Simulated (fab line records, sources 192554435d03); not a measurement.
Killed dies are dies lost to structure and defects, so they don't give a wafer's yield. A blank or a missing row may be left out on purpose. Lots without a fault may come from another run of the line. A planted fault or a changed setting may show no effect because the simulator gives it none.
Which tool did it? | flow n5_finfet | 10 lots, 30 wafers sampled, at 4 steps of a route of 1938

WHAT THE GAUGES READ, wafer by wafer
N5_BEOL_M11_THK_MEAS_53: measures by xrf.
lot  | measured     | on            | M11_THK (nm)
L372 | day 11 09:20 | film_metro-02 | 140 143 143
L371 | day 11 23:06 | film_metro-01 | 140 136 137
L375 | day 13 07:47 | film_metro-01 | 138 143 137
L377 | day 13 09:02 | film_metro-02 | 145 139 146
L379 | day 13 16:10 | film_metro-01 | 136 146 138
L381 | day 13 23:53 | film_metro-01 | 144 137 143
L383 | day 14 10:53 | film_metro-01 | 146 143 145
L389 | day 16 03:28 | film_metro-02 | 136 140 137
L390 | day 16 15:45 | film_metro-02 | 139 136 140
L391 | day 16 18:20 | film_metro-01 | 147 140 144

WHICH TOOL RAN EACH LOT (tool, then ch and the chambers of the sampled wafers, then the start)
lot  | N5_BEOL_M11_PECVD_70            | N5_BEOL_M11_PRE_CLEAN_45     | N5_BEOL_M11_CMP_52
L372 | pecvd-01 ch 0,1,2, day 10 23:18 | pvd_sputter-01, day 11 06:02 | cmp-01 ch 0,3, day 11 09:02
L371 | pecvd-04 ch 0,1,2, day 11 16:39 | pvd_sputter-02, day 11 21:26 | cmp-04 ch 0,1,3, day 11 22:53
L375 | pecvd-02 ch 1,2, day 13 00:29   | pvd_sputter-01, day 13 06:19 | cmp-01 ch 0,2,3, day 13 07:34
L377 | pecvd-04 ch 1,2, day 13 02:13   | pvd_sputter-01, day 13 06:45 | cmp-03 ch 1,2,3, day 13 08:44
L379 | pecvd-02 ch 0,1,2, day 13 10:11 | pvd_sputter-03, day 13 14:17 | cmp-04 ch 0,3, day 13 15:52
L381 | pecvd-04 ch 0,1,2, day 13 16:53 | pvd_sputter-02, day 13 22:18 | cmp-04 ch 1,2, day 13 23:36
L383 | pecvd-04 ch 0,1,2, day 14 02:10 | pvd_sputter-01, day 14 07:52 | cmp-01 ch 0,1,2, day 14 10:40
L389 | pecvd-02 ch 0,2, day 15 18:46   | pvd_sputter-03, day 16 00:21 | cmp-01 ch 1,3, day 16 03:11
L390 | pecvd-02 ch 0,1,2, day 16 08:19 | pvd_sputter-02, day 16 12:43 | cmp-04 ch 0,1,2, day 16 15:28
L391 | pecvd-01 ch 0,1,2, day 16 12:07 | pvd_sputter-02, day 16 16:19 | cmp-03 ch 0,3, day 16 18:02
- N5_BEOL_M11_PECVD_70: deposits SiO2 from TEOS/O2, target thk 20 nm, time 22.7 s.
- N5_BEOL_M11_PRE_CLEAN_45: time 30 s.
- N5_BEOL_M11_CMP_52: polishes, stops on SiCOH lowk, t overpolish 7 s, target thk 140 nm.

THE ANSWER, worked out from the rows above alone
Rule: what is usual is taken from the lots themselves. Put in order of their means at a reading, lots are off if they are a third of the lots or fewer, leave a main group of 4 or more, and stand apart from it by a gap of 3 or more times the standard deviation of the main group's means; of several such gaps the widest counts. A main group whose means are all the same, to the digits that the tables above print for the reading, isn't used. A lot without any number at a reading at which 4 lots or more have one is off too. The other lots that the step has rows for count as sound.
No lot is off at any reading shown: from this, nothing can be told.

WHAT THE SIMULATOR HAD PUT IN
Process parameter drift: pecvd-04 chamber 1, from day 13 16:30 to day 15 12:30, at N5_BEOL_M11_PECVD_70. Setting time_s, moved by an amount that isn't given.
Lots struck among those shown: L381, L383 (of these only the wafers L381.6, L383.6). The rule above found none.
